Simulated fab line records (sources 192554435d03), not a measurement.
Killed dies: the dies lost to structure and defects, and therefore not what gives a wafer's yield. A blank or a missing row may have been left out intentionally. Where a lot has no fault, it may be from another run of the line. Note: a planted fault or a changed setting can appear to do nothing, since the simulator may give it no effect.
Lot-split experiment :: flow n5 finfet :: on a route of 1938 steps: 7 lots, 39 wafers read

ABOUT THE SPLIT
At N5_DUMMY_GATE_ETCH_32 (etches SiO2 in CF4, target depth 3.5 nm, time 3.9 s), the setting time s was moved away from the recipe's 3.9 s on 18 of the 39 wafers read, by -22.7% to +16.6%. All remaining wafers had this setting at the recipe value.

The split's own step is where the reading is taken.

THE READING
etch.depth nm (the simulator's own value, which no gauge read), in nm, at N5_DUMMY_GATE_ETCH_32 (etches SiO2 in CF4, target depth 3.5 nm, time 3.9 s). No usual value for it is given in the file. Average 3.526 nm, standard deviation 0.037 nm, over the 21 wafers here run with the recipe.

wafer: L076.1
tool, chamber at the split: rie si-04, 1
time s as run, s: 3.472
against the recipe: -11.0%
etch.depth nm, nm: 3.174
against lot-mates on the recipe: -0.327

wafer: L076.2
tool, chamber at the split: rie si-04, 0
time s as run, s: 3.9
against the recipe: recipe
etch.depth nm, nm: 3.531
against lot-mates on the recipe: -

wafer: L076.3
tool, chamber at the split: rie si-04, 2
time s as run, s: 3.9
against the recipe: recipe
etch.depth nm, nm: 3.486
against lot-mates on the recipe: -

wafer: L076.4
tool, chamber at the split: rie si-04, 3
time s as run, s: 3.472
against the recipe: -11.0%
etch.depth nm, nm: 3.115
against lot-mates on the recipe: -0.386

wafer: L076.5
tool, chamber at the split: rie si-04, 1
time s as run, s: 3.472
against the recipe: -11.0%
etch.depth nm, nm: 3.133
against lot-mates on the recipe: -0.368

wafer: L076.6
tool, chamber at the split: rie si-04, 2
time s as run, s: 3.9
against the recipe: recipe
etch.depth nm, nm: 3.485
against lot-mates on the recipe: -

wafer: L084.1
tool, chamber at the split: rie si-03, 0
time s as run, s: 3.9
against the recipe: recipe
etch.depth nm, nm: 3.549
against lot-mates on the recipe: -

wafer: L084.2
tool, chamber at the split: rie si-03, 1
time s as run, s: 3.9
against the recipe: recipe
etch.depth nm, nm: 3.495
against lot-mates on the recipe: -

wafer: L084.3
tool, chamber at the split: rie si-03, 2
time s as run, s: 3.531
against the recipe: -9.5%
etch.depth nm, nm: 3.173
against lot-mates on the recipe: -0.359

wafer: L084.4
tool, chamber at the split: rie si-03, 3
time s as run, s: 3.531
against the recipe: -9.5%
etch.depth nm, nm: 3.181
against lot-mates on the recipe: -0.351

wafer: L084.5
tool, chamber at the split: rie si-03, 3
time s as run, s: 3.531
against the recipe: -9.5%
etch.depth nm, nm: 3.19
against lot-mates on the recipe: -0.342

wafer: L084.6
tool, chamber at the split: rie si-03, 0
time s as run, s: 3.9
against the recipe: recipe
etch.depth nm, nm: 3.553
against lot-mates on the recipe: -

wafer: L085.1
tool, chamber at the split: rie si-04, 3
time s as run, s: 3.015
against the recipe: -22.7%
etch.depth nm, nm: 2.676
against lot-mates on the recipe: -0.838

wafer: L085.2
tool, chamber at the split: rie si-04, 0
time s as run, s: 3.9
against the recipe: recipe
etch.depth nm, nm: 3.54
against lot-mates on the recipe: -

wafer: L085.3
tool, chamber at the split: rie si-04, 1
time s as run, s: 3.9
against the recipe: recipe
etch.depth nm, nm: 3.537
against lot-mates on the recipe: -

wafer: L085.4
tool, chamber at the split: rie si-04, 2
time s as run, s: 3.015
against the recipe: -22.7%
etch.depth nm, nm: 2.672
against lot-mates on the recipe: -0.842

wafer: L085.5
tool, chamber at the split: rie si-04, 1
time s as run, s: 3.015
against the recipe: -22.7%
etch.depth nm, nm: 2.727
against lot-mates on the recipe: -0.787

wafer: L085.6
tool, chamber at the split: rie si-04, 2
time s as run, s: 3.9
against the recipe: recipe
etch.depth nm, nm: 3.464
against lot-mates on the recipe: -

wafer: L090.1
tool, chamber at the split: rie si-06, 2
time s as run, s: 3.597
against the recipe: -7.8%
etch.depth nm, nm: 3.332
against lot-mates on the recipe: -0.200

wafer: L090.2
tool, chamber at the split: rie si-06, 0
time s as run, s: 3.597
against the recipe: -7.8%
etch.depth nm, nm: 3.224
against lot-mates on the recipe: -0.308

wafer: L090.3
tool, chamber at the split: rie si-06, 1
time s as run, s: 3.9
against the recipe: recipe
etch.depth nm, nm: 3.555
against lot-mates on the recipe: -

wafer: L090.4
tool, chamber at the split: rie si-06, 3
time s as run, s: 3.597
against the recipe: -7.8%
etch.depth nm, nm: 3.23
against lot-mates on the recipe: -0.302

wafer: L090.5
tool, chamber at the split: rie si-06, 3
time s as run, s: 3.9
against the recipe: recipe
etch.depth nm, nm: 3.507
against lot-mates on the recipe: -

wafer: L090.6
tool, chamber at the split: rie si-06, 0
time s as run, s: 3.9
against the recipe: recipe
etch.depth nm, nm: 3.535
against lot-mates on the recipe: -

wafer: L092.1
tool, chamber at the split: rie si-06, 2
time s as run, s: 4.229
against the recipe: +8.4%
etch.depth nm, nm: 3.914
against lot-mates on the recipe: +0.347

wafer: L092.2
tool, chamber at the split: rie si-06, 1
time s as run, s: 4.229
against the recipe: +8.4%
etch.depth nm, nm: 3.881
against lot-mates on the recipe: +0.314

wafer: L092.3
tool, chamber at the split: rie si-06, 0
time s as run, s: 4.229
against the recipe: +8.4%
etch.depth nm, nm: 3.835
against lot-mates on the recipe: +0.268

wafer: L092.4
tool, chamber at the split: rie si-06, 1
time s as run, s: 3.9
against the recipe: recipe
etch.depth nm, nm: 3.57
against lot-mates on the recipe: -

wafer: L092.5
tool, chamber at the split: rie si-06, 2
time s as run, s: 3.9
against the recipe: recipe
etch.depth nm, nm: 3.611
against lot-mates on the recipe: -

wafer: L092.6
tool, chamber at the split: rie si-06, 0
time s as run, s: 3.9
against the recipe: recipe
etch.depth nm, nm: 3.52
against lot-mates on the recipe: -

wafer: L093.1
tool, chamber at the split: rie si-03, 2
time s as run, s: 3.9
against the recipe: recipe
etch.depth nm, nm: 3.565
against lot-mates on the recipe: -

wafer: L093.2
tool, chamber at the split: rie si-03, 1
time s as run, s: 3.9
against the recipe: recipe
etch.depth nm, nm: 3.466
against lot-mates on the recipe: -

wafer: L093.5
tool, chamber at the split: rie si-03, 3
time s as run, s: 3.9
against the recipe: recipe
etch.depth nm, nm: 3.519
against lot-mates on the recipe: -

wafer: L097.1
tool, chamber at the split: rie si-04, 2
time s as run, s: 3.9
against the recipe: recipe
etch.depth nm, nm: 3.474
against lot-mates on the recipe: -

wafer: L097.2
tool, chamber at the split: rie si-04, 1
time s as run, s: 4.548
against the recipe: +16.6%
etch.depth nm, nm: 4.125
against lot-mates on the recipe: +0.605

wafer: L097.3
tool, chamber at the split: rie si-04, 3
time s as run, s: 4.548
against the recipe: +16.6%
etch.depth nm, nm: 4.111
against lot-mates on the recipe: +0.591

wafer: L097.4
tool, chamber at the split: rie si-04, 0
time s as run, s: 3.9
against the recipe: recipe
etch.depth nm, nm: 3.544
against lot-mates on the recipe: -

wafer: L097.5
tool, chamber at the split: rie si-04, 3
time s as run, s: 3.9
against the recipe: recipe
etch.depth nm, nm: 3.541
against lot-mates on the recipe: -

wafer: L097.6
tool, chamber at the split: rie si-04, 0
time s as run, s: 4.548
against the recipe: +16.6%
etch.depth nm, nm: 4.204
against lot-mates on the recipe: +0.684

FIT RESULTS
A straight line over all 39 wafers: etch.depth nm changes by +0.037 nm for each +1% of time s; r = +0.99; the points scatter about the line by 0.038 nm.
The same after taking each lot's own level away (the mean of its wafers on the recipe; 39 wafers): +0.0364 nm for each +1%; r = +0.99; scatter 0.035 nm.
That fit puts the effect of the largest move of time s on the reading at 0.83 nm.
The lots' own levels span 3.5007 to 3.5670 nm, that is 1.8 times the standard deviation above.
The two slopes agree, so the slope changes little with the lot-to-lot level.
Check: -0.817 nm against its lot-mates is what the line predicts for one of the wafers moved furthest among these (-22.7%) when that wafer is left out of the fit. Against them it came out at -0.838 nm.

THE OTHER SPLITS THESE WAFERS WENT THROUGH
Other splits were also applied to these wafers ahead of the reading. Each is held against what the fit with the lots' levels taken away leaves over:
other split on the same wafers: N5_WELL_APT_EXPOSE_22 dose mj
wafers away from the commonest value: 12
r with etch.depth nm (lot level and that fit taken away): +0.01

other split on the same wafers: N5_DUMMY_GATE_ETCH_31 target depth a
wafers away from the commonest value: 18
r with etch.depth nm (lot level and that fit taken away): -0.23

THE FILE'S OWN FIT
etch.depth nm changes by +0.0362 nm for each +1% of time s, r = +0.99.
